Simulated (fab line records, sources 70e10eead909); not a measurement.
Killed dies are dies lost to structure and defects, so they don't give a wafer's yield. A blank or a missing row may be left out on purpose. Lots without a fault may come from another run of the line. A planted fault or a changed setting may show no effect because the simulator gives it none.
Chamber matching | flow nand_harc | NHARC_A_CHANNEL_FILL_D1_ALD_14 on ald_hk-03: 4 sister chambers
The step deposits SiO2, target thk 2.5 nm, pulse time 10 s, ald cycles 25. 18 wafers are shown with their chamber, then 9 later ones without.

WAFERS WITH THEIR CHAMBER
wafer  | chamber | heater_power_w (W) | precursor_pulse_height_rel
L076.4 | 1       | 499                | 0.983
L076.5 | 3       | 419                | 0.980
L076.6 | 2       | 443                | 1.022
L082.1 | 3       | 432                | 0.975
L082.4 | 0       | 416                | 0.993
L082.5 | 0       | 410                | 0.991
L081.1 | 0       | 408                | 0.959
L081.4 | 1       | 504                | 0.998
L081.5 | 3       | 433                | 1.017
L086.1 | 3       | 428                | 1.011
L086.3 | 2       | 408                | 1.045
L086.5 | 3       | 441                | 1.014
L091.1 | 3       | 429                | 1.005
L091.4 | 1       | 490                | 0.986
L091.5 | 3       | 428                | 1.011
L090.2 | 1       | 499                | 1.027
L090.3 | 3       | 441                | 1.015
L090.6 | 3       | 440                | 1.001

SIGNATURES (means of the wafers above)
reading                    | chamber 0 | chamber 1 | chamber 2 | chamber 3 | scatter within a chamber
heater_power_w             | 411.33    | 498.00    | 425.50    | 432.33    | 9.2
precursor_pulse_height_rel | 0.98100   | 0.99850   | 1.03350   | 1.00322   | 0.0171
Rule: a wafer's distance from a chamber is the root of the sum, over the readings, of the square of ((its reading less the chamber's mean) divided by the reading's scatter). The wafer belongs to the nearest chamber; if the next one is less than 2 further off, it can't be placed. The scatter: the root of (the sum of the squares of (reading less its chamber's mean) over the shown wafers, divided by (wafers less chambers)).

WAFERS WITHOUT THEIR CHAMBER
wafer  | heater_power_w (W) | precursor_pulse_height_rel
L095.3 | 435                | 0.966
L095.4 | 479                | 1.000
L095.5 | 421                | 1.025
L097.2 | 423                | 0.996
L097.3 | 420                | 1.012
L097.5 | 424                | 0.976
L096.2 | 423                | 0.991
L096.3 | 425                | 0.994
L096.5 | 483                | 1.006

WHICH CHAMBER EACH WENT THROUGH
wafer  | from the rows above          | in truth
L095.3 | can't be placed: 3 or 0 or 2 | 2
L095.4 | 1                            | 1
L095.5 | can't be placed: 2 or 3      | 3
L097.2 | can't be placed: 3 or 0 or 2 | 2
L097.3 | can't be placed: 2 or 3 or 0 | 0
L097.5 | can't be placed: 0 or 3 or 2 | 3
L096.2 | can't be placed: 3 or 0 or 2 | 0
L096.3 | can't be placed: 3 or 0 or 2 | 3
L096.5 | 1                            | 1
Placed correctly: 2 of 9. Can't be placed from these rows: 7 (the true chamber is among the candidates in 7). Placed wrongly: 0.
